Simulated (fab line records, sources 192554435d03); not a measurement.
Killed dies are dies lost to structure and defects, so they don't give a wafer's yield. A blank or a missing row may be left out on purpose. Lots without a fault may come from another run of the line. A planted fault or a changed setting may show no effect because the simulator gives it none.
fab line records | flow n5_finfet
record lots=7 wafers=21
route steps=1938 shown BEOL_M4@1040 BEOL_M5@1130 BEOL_M7@1263 BEOL_M9@1405
start_h: hours from the record's first day to the start of the lot's first wafer shown | wait_h: hours since the lot's step before | " the same as in the row above | L1.1+2: a row that stands for several wafers | - no value, or no start given | * or withheld: withheld | < > ~ a bound
route shown NAME@n: a module of which the file shows steps, and the number in the route of the first | usual: mean/standard deviation of fault-free wafers | same: alike in all rows | chamber/n: place in a boat | sites: the reading at each site | _std_site: their standard deviation | _edge_site: outer sites' mean less inner sites' | radius_mm: how far each site lies from the wafer's centre | mask NAME#n: copy n | behind: the tool/chamber that last shaped the wafer | hold: why the lot was held/for how many hours/how that ended | device: the transistor (n, p or np) that didn't switch | end of line: the same wafers' tests at the end of the route | a step without rows: its recipe alone | killed: dies lost to structure and defects at the first sort, not the wafer's yield | map: a wafer's dies, x killed, . not, _ none there
set.NAME: the setting as run; set.NAME@STEP: as run at that earlier step | model.NAME: the simulator's own value behind a step, which no gauge read
lots whose settings were changed on purpose; a table a step, a row a wafer
## steps
# step N5_BEOL_M4_ETCH_64
# recipe chemistry=N2/H2 target=SOC target_depth_a=750 overetch_a=225 mask_material=SiARC temp_c=40 time_s=121.9 ion_energy_ev=200 pressure_mtorr=30 source_w=840 bias_w=150 n2_flow_sccm=200 h2_flow_sccm=200
# usual rf_vpp_V=523.5/2.6
# columns lot.wafer tool chamber start_h wait_h set.bias_w rf_vpp_V model.SiARC_of_BEOL_M4_COAT_62.thk_nm
L076.1 rie_diel-04 0 178.33 0.0 150 521.3 6.4
L076.5 " 3 " " 150 521.3 6.4
L076.6 " 0 " " 159.2 542.0 6
L078.2 rie_diel-04 0 187.52 0.0 131.2 479.4 7.4
L078.3 " 1 " " 131.2 482.6 7.4
L078.5 " 0 " " 131.2 477.9 7.4
L087.1 rie_diel-02 2 238.62 0.0 157.4 542.9 6
L087.5 " 3 " " 157.4 540.5 6
L087.6 " 2 " " 150 525.1 6.4
L088.1 rie_diel-02 1 241.20 0.0 127.3 473.8 7.6
L088.3 " 0 " " 150 519.3 6.4
L088.6 " 3 " " 150 524.3 6.4
L089.4 rie_diel-04 3 246.94 0.0 150 520.8 6.4
L089.5 " 1 " " 150 525.6 6.4
L089.6 " 0 " " 141.7 502.8 6.8
L091.1 rie_diel-04 0 257.38 0.0 150 521.0 6.4
L091.4 " 2 " " 150 523.6 6.2
L091.6 " 3 " " 150 521.4 6.4
L094.2 rie_diel-04 0 281.55 0.0 150 519.4 6.4
L094.5 " 2 " " 150 521.9 6.2
L094.6 " 3 " " 150 519.9 6.4
# step N5_BEOL_M4_COAT_67
# recipe resist=SOC temp_c=250 time_s=60 spin_rpm=1500 resist_thk_nm=60
# columns lot.wafer tool chamber start_h wait_h set.spin_rpm model.SOC_of_BEOL_M4_COAT_67.thk_nm
L076.1 litho_track-01 0 178.72 0.0 1500 60.4
L076.5+6 " 0 " " 1369 63
L078.2 litho_track-02 0 187.91 0.0 1500 60
L078.3 " 0 " " 1442 61.6
L078.5 " 0 " " 1500 60.2
L087.1 litho_track-02 0 239.14 0.0 1500 60
L087.5 " 0 " " 1500 60.2
L087.6 " 0 " " 1406 61.8
L088.1 litho_track-01 0 241.98 0.0 1500 60.4
L088.3 " 0 " " 1385 62.8
L088.6 " 0 " " 1385 63
L089.4 litho_track-01 0 247.33 0.0 1500 60.4
L089.5 " 0 " " 1500 60.2
L089.6 " 0 " " 1345 63.6
L091.1+6 litho_track-05 0 257.86 0.0 1566 58.8
L091.4 " 0 " " 1566 59
L094.2+5+6 litho_track-05 0 281.94 0.0 1500 60.4
# step N5_BEOL_M4_COAT_68
# recipe resist=SiARC temp_c=220 time_s=60 spin_rpm=1500 resist_thk_nm=12
# step N5_BEOL_M4_COAT_76
# recipe resist=underlayer temp_c=205 time_s=60 spin_rpm=1500 resist_thk_nm=5
# step N5_BEOL_M4_ALD_98
# recipe material=SiO2 target_thk_a=25 temp_c=100 ald_precursor_family=BDEAS ald_co_reactant=O2-plasma pulse_time_s=1 co_reactant_pulse_time_s=1 purge_time_s=2 co_reactant_purge_time_s=2 ald_cycles=17 pressure_torr=2
# step N5_BEOL_M4_ETCHBACK_99
# recipe chemistry=CHF3 target=SiO2 target_depth_a=50 time_s=10.4 source_w=215 bias_w=47 Ar_flow_sccm=200 CHF3_flow_sccm=12 ion_energy_ev=100 pressure_mtorr=30
# step N5_BEOL_M4_ETCH_70
# recipe chemistry=N2/H2 target=SOC target_depth_a=800 overetch_a=240 mask_material=SiARC temp_c=40 time_s=130 ion_energy_ev=200 pressure_mtorr=30 source_w=840 bias_w=150 n2_flow_sccm=200 h2_flow_sccm=200
# columns lot.wafer tool chamber start_h wait_h set.spin_rpm@BEOL_M4_COAT_67 model.etch.depth_nm
L076.1 rie_diel-04 1 180.49 0.0 1500 60.34
L076.5 " 3 " " 1369 63.01
L076.6 " 2 " " 1369 63.04
L078.2 rie_diel-05 3 190.41 0.0 1500 60.08
L078.3 " 1 " " 1442 61.57
L078.5 " 0 " " 1500 60.24
L087.1 rie_diel-05 1 244.89 0.0 1500 60.03
L087.5 " 3 " " 1500 60.23
L087.6 " 0 " " 1406 61.88
L088.1 rie_diel-02 0 244.92 0.0 1500 60.39
L088.3 " 2 " " 1385 62.81
L088.6 " 1 " " 1385 62.92
L089.4 rie_diel-02 3 251.72 0.0 1500 60.38
L089.5 " 2 " " 1500 60.28
L089.6 " 3 " " 1345 63.61
L091.1 rie_diel-05 1 266.24 0.0 1566 58.78
L091.4 " 2 " " 1566 59.04
L091.6 " 2 " " 1566 58.86
L094.2 rie_diel-05 0 284.81 0.0 1500 60.33
L094.5 " 0 " " 1500 60.38
L094.6 " 3 " " 1500 60.3
# step N5_BEOL_M4_TRENCH_ETCH_37
# recipe chemistry=C4F6/O2 target_depth_a=555.55 target=SiOC time_s=29.2 ion_energy_ev=250 pressure_mtorr=30 source_w=355 bias_w=185 Ar_flow_sccm=300 C4F6_flow_sccm=10 O2_flow_sccm=10
# usual rf_vpp_V=666/9.5
# columns lot.wafer tool chamber start_h wait_h set.source_w rf_vpp_V model.etch.depth_nm model.BEOL_M4.feature_depth_nm
L076.1 rie_diel-04 1 - - 318.7 696 52.81 52.8
L076.5 " 3 " " 318.7 721 52.48 52.4
L076.6 " 2 " " 318.7 712 53.05 53
L078.2 rie_diel-05 3 - - 396.6 635 57.56 57.6
L078.3 " 1 " " 355 675 55.46 55.4
L078.5 " 0 " " 396.6 627 58.62 58.6
L087.1 rie_diel-05 1 - - 355 675 53.99 54
L087.5 " 3 " " 416.6 619 57.06 57
L087.6 " 0 " " 355 663 54.64 54.6
L088.1 rie_diel-02 0 - - 392.7 639 56.71 56.8
L088.3 " 2 " " 355 648 54.46 54.4
L088.6 " 1 " " 392.7 622 58.01 58
L089.4 rie_diel-02 3 - - 355 662 55.61 55.6
L089.5 " 2 " " 384.4 623 56.55 56.6
L089.6 " 3 " " 384.4 636 57.07 57
L091.1 rie_diel-05 1 - - 355 675 54.18 54.2
L091.4 " 2 " " 319.9 705 52.77 52.8
L091.6 " 2 " " 319.9 705 53.12 53.2
L094.2 rie_diel-05 0 - - 355 662 54.61 54.6
L094.5 " 0 " " 355 664 55.15 55.2
L094.6 " 3 " " 355 671 53.77 53.8
# step N5_BEOL_M4_ETCH_41
# recipe chemistry=CH3F/O2 target=SiCN target_depth_a=299 taper_deg=2 time_s=52.5 ion_energy_ev=120 mask_material=TiN pressure_mtorr=30 source_w=395 bias_w=75 Ar_flow_sccm=150 CH3F_flow_sccm=30 O2_flow_sccm=20
# step N5_BEOL_M4_STRIP_97
# recipe chemistry=N2/H2 time_s=10 power_w=450 temp_c=40 pressure_mtorr=20 rf_frequency_hz=6e+07 bias_power_w=7 n2_flow_sccm=200 h2_flow_sccm=200
# step N5_BEOL_M4_OCD_MEAS_38
# usual trench_depth_nm=54.9/0.68
# columns lot.wafer tool chamber start_h wait_h set.source_w@BEOL_M4_TRENCH_ETCH_37 trench_depth_nm
L076.1 ocd-01 - 180.85 - 318.7 52.7
L076.5 " - " " 318.7 52.6
L076.6 " - " " 318.7 52.7
L078.2 ocd-02 - 190.77 - 396.6 57.4
L078.3 " - " " 355 55.7
L078.5 " - " " 396.6 58.3
L087.1 ocd-02 - 245.24 - 355 54.4
L087.5 " - " " 416.6 56.9
L087.6 " - " " 355 54.8
L088.1 ocd-01 - 245.28 - 392.7 56.8
L088.3 " - " " 355 54.5
L088.6 " - " " 392.7 58.3
L089.4 ocd-02 - 252.09 - 355 55.6
L089.5 " - " " 384.4 56.2
L089.6 " - " " 384.4 57.3
L091.1 ocd-02 - 266.60 - 355 53.9
L091.4 " - " " 319.9 53.0
L091.6 " - " " 319.9 52.9
L094.2 ocd-02 - 285.17 - 355 54.7
L094.5 " - " " 355 54.7
L094.6 " - " " 355 54.2
# step N5_BEOL_M5_ETCH_72
# recipe chemistry=N2/H2 target=underlayer target_depth_a=65 mask_material=CAR-EUV time_s=5.2 ion_energy_ev=200 pressure_mtorr=30 source_w=840 bias_w=150 n2_flow_sccm=200 h2_flow_sccm=200 ends=cleared
# usual etch_rf_on_time_s=5.21/0.1 rf_vpp_V=523.8/2.8
# columns lot.wafer tool chamber start_h wait_h set.source_w etch_rf_on_time_s rf_vpp_V
L076.1 rie_diel-01 2 188.78 0.0 840 5.09 520.0
L076.5 " 3 " " 740.5 5.68 543.4
L076.6 " 2 " " 740.5 5.65 543.8
L078.2 rie_diel-01 0 197.61 0.0 761.1 5.73 544.5
L078.3 " 1 " " 840 5.08 522.0
L078.5 " 3 " " 840 5.10 523.8
L087.1 rie_diel-01 3 252.70 0.0 961.5 4.71 501.4
L087.5 " 0 " " 961.5 4.80 502.9
L087.6 " 3 " " 961.5 4.72 497.7
L088.1 rie_diel-06 1 252.93 0.0 840 5.09 524.9
L088.3 " 0 " " 840 5.31 520.6
L088.6 " 0 " " 903 4.96 509.8
L089.4 rie_diel-03 1 262.30 0.0 840 5.40 527.4
L089.5 " 1 " " 840 5.42 526.8
L089.6 " 0 " " 840 5.25 526.8
L091.1 rie_diel-06 2 274.36 0.0 840 5.26 523.7
L091.4 " 1 " " 919 4.78 511.6
L091.6 " 2 " " 840 5.32 521.2
L094.2 rie_diel-01 3 292.22 0.0 840 5.22 524.1
L094.5 " 0 " " 840 5.31 525.7
L094.6 " 1 " " 840 5.08 524.2
# step N5_BEOL_M5_COAT_74
# recipe resist=underlayer temp_c=205 time_s=60 spin_rpm=1500 resist_thk_nm=5
# columns lot.wafer tool chamber start_h wait_h set.spin_rpm
L076.1+5+6 litho_track-04 0 - - 1500
L078.2+3+5 litho_track-03 0 - - 1500
L088.1+6 litho_track-01 0 - - 1500
L088.3 " 0 " " 1601
L087.1 litho_track-04 0 - - 1390
L087.5+6 " 0 " " 1500
L089.4 litho_track-03 0 - - 1444
L089.5+6 " 0 " " 1500
L091.1+4 litho_track-04 0 - - 1500
L091.6 " 0 " " 1569
L094.2+5+6 litho_track-04 0 - - 1500
# step N5_BEOL_M5_COAT_22
# recipe resist=CAR-EUV spin_rpm=1500 resist_thk_nm=30
# step N5_BEOL_M5_EBR_24
# recipe solvent=PGMEA ebr_width_mm=1.5
# step N5_BEOL_M5_DESCUM_33
# recipe chemistry=O2 time_s=7 source_power_w=50 bias_power_w=20 pressure_mtorr=20 rf_frequency_hz=2.712e+07 temp_c=40 resist=CAR-EUV o2_flow_sccm=225
# step N5_BEOL_M5_ETCH_75
# recipe chemistry=N2/H2 target=underlayer target_depth_a=65 mask_material=CAR-EUV time_s=5.2 ion_energy_ev=200 pressure_mtorr=30 source_w=840 bias_w=150 n2_flow_sccm=200 h2_flow_sccm=200 ends=cleared
# columns lot.wafer tool chamber start_h wait_h set.spin_rpm@BEOL_M5_COAT_74 model.etch.depth_nm
L076.1 rie_diel-03 1 189.93 0.0 1500 4.995
L076.5 " 3 " " 1500 4.996
L076.6 " 2 " " 1500 5.002
L078.2 rie_diel-01 0 200.13 0.0 1500 4.976
L078.3 " 2 " " 1500 4.998
L078.5 " 2 " " 1500 4.978
L088.1 rie_diel-03 1 254.69 0.0 1500 5.009
L088.3 " 0 " " 1601 4.851
L088.6 " 3 " " 1500 5.004
L087.1 rie_diel-06 3 255.58 0.0 1390 5.217
L087.5 " 2 " " 1500 5.003
L087.6 " 1 " " 1500 5.004
L089.4 rie_diel-06 3 264.44 0.0 1444 5.091
L089.5 " 1 " " 1500 5.025
L089.6 " 2 " " 1500 4.991
L091.1 rie_diel-01 2 276.22 0.0 1500 4.986
L091.4 " 3 " " 1500 5.002
L091.6 " 0 " " 1569 4.88
L094.2 rie_diel-03 0 293.55 0.0 1500 4.999
L094.5 " 0 " " 1500 5.009
L094.6 " 3 " " 1500 4.994
# step N5_BEOL_M7_ILD_DEP_00
# recipe material=SiCOH_lowk target_thk_a=1797.5 temp_c=300 precursor=DEMS/porogen pressure_torr=5 rf_w=500 time_s=33.4
# columns lot.wafer tool chamber start_h wait_h set.time_s model.SiCOH_lowk_of_BEOL_M7_ILD_DEP_00.thk_nm
L076.1 pecvd-04 0 206.50 0.0 37.74 200.6
L076.5 " 0 " " 37.74 203.8
L076.6 " 1 " " 33.4 180.2
L078.2 pecvd-01 1 214.41 0.0 28.77 155.4
L078.3 " 0 " " 28.77 155.6
L078.5 " 1 " " 28.77 158
L088.1+3 pecvd-03 2 272.15 0.0 33.4 179.6
L088.6 " 2 " " 33.4 180
L087.1 pecvd-04 1 274.04 0.0 33.4 179.8
L087.5 " 1 " " 34.96 190.2
L087.6 " 2 " " 33.4 184.8
L089.4 pecvd-03 2 278.34 0.1 38.09 203.2
L089.5 " 1 " " 38.09 205.6
L089.6 " 2 " " 38.09 202.6
L091.1 pecvd-04 1 290.88 0.0 33.4 178.4
L091.4 " 2 " " 33.4 183.4
L091.6 " 0 " " 36.16 200
L094.2 pecvd-03 2 309.23 0.0 33.4 174.8
L094.5 " 0 " " 33.4 179.6
L094.6 " 1 " " 33.4 179.4
# step N5_BEOL_M7_CURE_74
# recipe temp_c=385 time_s=240 ambient=He/Ar material=SiCOH_lowk
# columns lot.wafer tool chamber start_h wait_h set.time_s@BEOL_M7_ILD_DEP_00 model.SiCOH_lowk_of_BEOL_M7_ILD_DEP_00.thk_nm
L076.1 uv_cure-03 1 206.56 0.0 37.74 173.2
L076.5 " 1 " " 37.74 176
L076.6 " 1 " " 33.4 155.4
L078.2 uv_cure-02 1 214.58 0.1 28.77 133.8
L078.3 " 1 " " 28.77 134
L078.5 " 1 " " 28.77 136
L088.1 uv_cure-02 1 272.44 0.3 33.4 154.8
L088.3 " 1 " " 33.4 155
L088.6 " 1 " " 33.4 155.2
L087.1 uv_cure-02 0 274.10 0.0 33.4 155
L087.5 " 0 " " 34.96 164
L087.6 " 0 " " 33.4 159.4
L089.4 uv_cure-01 0 278.65 0.3 38.09 175.4
L089.5 " 0 " " 38.09 177.6
L089.6 " 0 " " 38.09 175
L091.1 uv_cure-02 2 290.95 0.0 33.4 153.8
L091.4 " 2 " " 33.4 158.2
L091.6 " 2 " " 36.16 172.6
L094.2 uv_cure-02 2 309.37 0.1 33.4 150.8
L094.5 " 2 " " 33.4 154.8
L094.6 " 2 " " 33.4 154.6
# step N5_BEOL_M7_THK_MEAS_01
# recipe reads=SiCOH_lowk_of_BEOL_M7_ILD_DEP_00
# usual M7_ILD_THK=155.0/1.9
# columns lot.wafer tool chamber start_h wait_h set.time_s@BEOL_M7_ILD_DEP_00 M7_ILD_THK[nm]
L076.1 film_metro-02 - 207.07 0.4 37.74 173.4
L076.5 " - " " 37.74 175.9
L076.6 " - " " 33.4 155.5
L078.2 film_metro-01 - 215.01 0.4 28.77 133.8
L078.3 " - " " 28.77 134.2
L078.5 " - " " 28.77 136.2
L088.1 film_metro-01 - 272.95 0.4 33.4 154.6
L088.3 " - " " 33.4 154.9
L088.6 " - " " 33.4 155.1
L087.1 film_metro-01 - 274.61 0.4 33.4 155.0
L087.5 " - " " 34.96 164.0
L087.6 " - " " 33.4 159.4
L089.4 film_metro-02 - 278.92 0.2 38.09 175.4
L089.5 " - " " 38.09 177.5
L089.6 " - " " 38.09 175.0
L091.1 film_metro-01 - 291.46 0.4 33.4 153.8
L091.4 " - " " 33.4 158.2
L091.6 " - " " 36.16 172.7
L094.2 film_metro-02 - 309.80 0.4 33.4 150.7
L094.5 " - " " 33.4 154.9
L094.6 " - " " 33.4 154.6
# step N5_BEOL_M7_ETCH_66
# recipe chemistry=N2/H2 target=SOC target_depth_a=800 overetch_a=160 mask_material=SiARC temp_c=40 time_s=120 ion_energy_ev=200 pressure_mtorr=30 source_w=840 bias_w=150 n2_flow_sccm=200 h2_flow_sccm=200
# columns lot.wafer tool chamber start_h wait_h set.time_s model.SiARC_of_BEOL_M7_COAT_64.thk_nm
L076.1 rie_diel-03 1 211.28 0.0 120 6.8
L076.5 " 1 " " 144.6 5.6
L076.6 " 2 " " 120 6.6
L078.2 rie_diel-06 0 216.98 0.0 120 6.6
L078.3+5 " 3,2 " " 120 6.4
L088.1 rie_diel-06 1 276.92 0.0 145.1 5.2
L088.3 " 0 " " 120 6.6
L088.6 " 3 " " 120 6.2
L087.1 rie_diel-01 0 278.02 0.0 133.8 6.2
L087.5 " 2 " " 133.8 5.8
L087.6 " 0 " " 120 6.8
L089.4+5 rie_diel-06 3 285.15 0.0 120 6.2
L089.6 " 0 " " 120 6.6
L091.1+4 rie_diel-03 0,2 294.09 0.0 131.4 6
L091.6 " 2 " " 120 6.4
L094.2 rie_diel-03 1 313.86 0.0 120 6.6
L094.5 " 3 " " 120 6.2
L094.6 " 0 " " 120 6.4
# step N5_BEOL_M7_VIA_ETCH_34
# recipe chemistry=C4F6/O2 target=SiCOH_lowk target_depth_a=1255 mask_material=SOC taper_deg=4 time_s=50.5 ion_energy_ev=250 pressure_mtorr=30 source_w=345 bias_w=185 Ar_flow_sccm=300 C4F6_flow_sccm=10 O2_flow_sccm=10
# usual rf_vpp_V=661/11
# columns lot.wafer tool chamber start_h wait_h set.source_w rf_vpp_V
L076.1 rie_diel-03 1 211.38 0.0 368.2 640
L076.5 " 1 " " 368.2 640
L076.6 " 2 " " 345 655
L078.2 rie_diel-06 0 217.08 0.0 363.7 629
L078.3 " 3 " " 345 674
L078.5 " 2 " " 345 659
L088.1 rie_diel-06 1 277.02 0.0 345 665
L088.3 " 0 " " 395.5 603
L088.6 " 3 " " 395.5 628
L087.1 rie_diel-01 0 278.17 0.0 345 648
L087.5 " 2 " " 311.3 687
L087.6 " 0 " " 311.3 683
L089.4 rie_diel-06 3 285.26 0.0 400.3 624
L089.5 " 3 " " 345 673
L089.6 " 0 " " 400.3 600
L091.1 rie_diel-03 0 294.19 0.0 345 664
L091.4 " 2 " " 345 656
L091.6 " 2 " " 345 655
L094.2 rie_diel-03 1 313.96 0.0 345 662
L094.5 " 3 " " 345 667
L094.6 " 0 " " 345 664
# step N5_BEOL_M9_HM_DEP_02
# recipe material=TiN target_thk_a=200 temp_c=25 chamber_pressure_pa=0.49996
# columns lot.wafer tool chamber start_h wait_h set.target_thk_a model.TiN_of_BEOL_M9_HM_DEP_02.thk_nm
L076.1 pvd_sputter-03 - 224.51 0.2 187.4 18.6
L076.5 " - " " 187.4 19
L076.6 " - " " 187.4 18.4
L078.2+3 pvd_sputter-02 - 230.89 1.0 200 20
L078.5 " - " " 216.8 21.8
L088.1+3+6 pvd_sputter-02 - 291.08 1.5 200 20.2
L087.1 pvd_sputter-02 - 291.60 0.7 191.2 19
L087.5+6 " - " " 200 19.8
L089.4 pvd_sputter-02 - 296.20 0.2 187.9 18.8
L089.5 " - " " 200 19.6
L089.6 " - " " 200 19.8
L091.1+4+6 pvd_sputter-02 - 307.84 1.4 223.2 22.6
L094.2+5 pvd_sputter-03 - 326.96 0.7 200 20
L094.6 " - " " 200 19.6
# step N5_BEOL_M9_COAT_59
# recipe resist=SOC temp_c=250 time_s=60 spin_rpm=1500 resist_thk_nm=100
# step N5_BEOL_M9_COAT_60
# recipe resist=SiARC temp_c=220 time_s=60 spin_rpm=1500 resist_thk_nm=30
# step N5_BEOL_M9_STRIP_68
# recipe chemistry=N2/H2 temp_c=40 n2_flow_sccm=200 h2_flow_sccm=200 rf_frequency_hz=6e+07
# step N5_BEOL_M9_STRIP_67
# recipe chemistry=CF4 resist=SiARC power_w=300 bias_power_w=75 pressure_mtorr=50 cf4_flow_sccm=150 rf_frequency_hz=6e+07
# step N5_BEOL_M9_HM_OPEN_17
# recipe chemistry=Cl2/BCl3 target_depth_a=200 overetch_a=60 target=TiN mask_material=SOC ion_energy_ev=150 pressure_mtorr=10 icp_w=1000 bias_w=126 Cl2_flow_sccm=53.25 bcl3_flow_sccm=21.75 Ar_flow_sccm=25
# columns lot.wafer tool chamber start_h wait_h set.target_thk_a@BEOL_M9_HM_DEP_02 model.etch.depth_nm
L076.1 rie_metal-03 0 225.73 0.0 187.4 18.6
L076.5 " 1 " " 187.4 18.98
L076.6 " 0 " " 187.4 18.37
L078.2 rie_metal-02 0 231.63 0.0 200 19.99
L078.3 " 0 " " 200 20.01
L078.5 " 0 " " 216.8 21.87
L088.1+6 rie_metal-01 1,0 291.93 0.0 200 20.22
L088.3 " 0 " " 200 20.15
L087.1 rie_metal-03 1 292.91 0.0 191.2 19.09
L087.5 " 0 " " 200 19.8
L087.6 " 1 " " 200 19.86
L089.4 rie_metal-02 0 297.08 0.1 187.9 18.76
L089.5 " 1 " " 200 19.55
L089.6 " 0 " " 200 19.88
L091.1 rie_metal-03 0 308.57 0.0 223.2 22.63
L091.4 " 0 " " 223.2 22.54
L091.6 " 0 " " 223.2 22.56
L094.2 rie_metal-03 0 327.69 0.0 200 20
L094.5 " 1 " " 200 19.91
L094.6 " 0 " " 200 19.59
## key
split step=N5_BEOL_M4_ETCH_64 setting=bias_w stated=150 by=wafer
response step=N5_BEOL_M4_ETCH_64 reading=rf_vpp_V change=+3.26 per=1% r=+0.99
response step=N5_BEOL_M4_ETCH_64 reading=model.SiARC_of_BEOL_M4_COAT_62.thk_nm change=-0.0771 per=1% r=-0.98
split step=N5_BEOL_M4_COAT_67 setting=spin_rpm stated=1500 by=wafer
response step=N5_BEOL_M4_COAT_67 reading=model.SOC_of_BEOL_M4_COAT_67.thk_nm change=-0.312 per=1% r=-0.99
response step=N5_BEOL_M4_ETCH_70 reading=model.etch.depth_nm change=-0.313 per=1% r=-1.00
split step=N5_BEOL_M4_TRENCH_ETCH_37 setting=source_w stated=355 by=wafer
response step=N5_BEOL_M4_TRENCH_ETCH_37 reading=rf_vpp_V change=-2.97 per=1% r=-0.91
response step=N5_BEOL_M4_TRENCH_ETCH_37 reading=model.etch.depth_nm change=+0.183 per=1% r=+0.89
response step=N5_BEOL_M4_TRENCH_ETCH_37 reading=model.BEOL_M4.feature_depth_nm change=+0.184 per=1% r=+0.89
response step=N5_BEOL_M4_OCD_MEAS_38 reading=trench_depth_nm change=+0.162 per=1% r=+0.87
split step=N5_BEOL_M5_ETCH_72 setting=source_w stated=840 by=wafer
response step=N5_BEOL_M5_ETCH_72 reading=etch_rf_on_time_s change=* per=1% r=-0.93
response step=N5_BEOL_M5_ETCH_72 reading=rf_vpp_V change=-1.82 per=1% r=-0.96
split step=N5_BEOL_M5_COAT_74 setting=spin_rpm stated=1500 by=wafer
response step=N5_BEOL_M5_ETCH_75 reading=model.etch.depth_nm change=-0.0257 per=1% r=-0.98
split step=N5_BEOL_M7_ILD_DEP_00 setting=time_s stated=33.4 by=wafer
response step=N5_BEOL_M7_ILD_DEP_00 reading=model.SiCOH_lowk_of_BEOL_M7_ILD_DEP_00.thk_nm change=+1.86 per=1% r=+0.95
response step=N5_BEOL_M7_CURE_74 reading=model.SiCOH_lowk_of_BEOL_M7_ILD_DEP_00.thk_nm change=+1.62 per=1% r=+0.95
response step=N5_BEOL_M7_THK_MEAS_01 reading=M7_ILD_THK change=+1.62 per=1% r=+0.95
split step=N5_BEOL_M7_ETCH_66 setting=time_s stated=120 by=wafer
response step=N5_BEOL_M7_ETCH_66 reading=model.SiARC_of_BEOL_M7_COAT_64.thk_nm change=-0.0561 per=1% r=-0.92
split step=N5_BEOL_M7_VIA_ETCH_34 setting=source_w stated=345 by=wafer
response step=N5_BEOL_M7_VIA_ETCH_34 reading=rf_vpp_V change=-3.7 per=1% r=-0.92
split step=N5_BEOL_M9_HM_DEP_02 setting=target_thk_a stated=200 by=wafer
response step=N5_BEOL_M9_HM_DEP_02 reading=model.TiN_of_BEOL_M9_HM_DEP_02.thk_nm change=+0.19 per=1% r=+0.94
response step=N5_BEOL_M9_HM_OPEN_17 reading=model.etch.depth_nm change=+0.195 per=1% r=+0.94
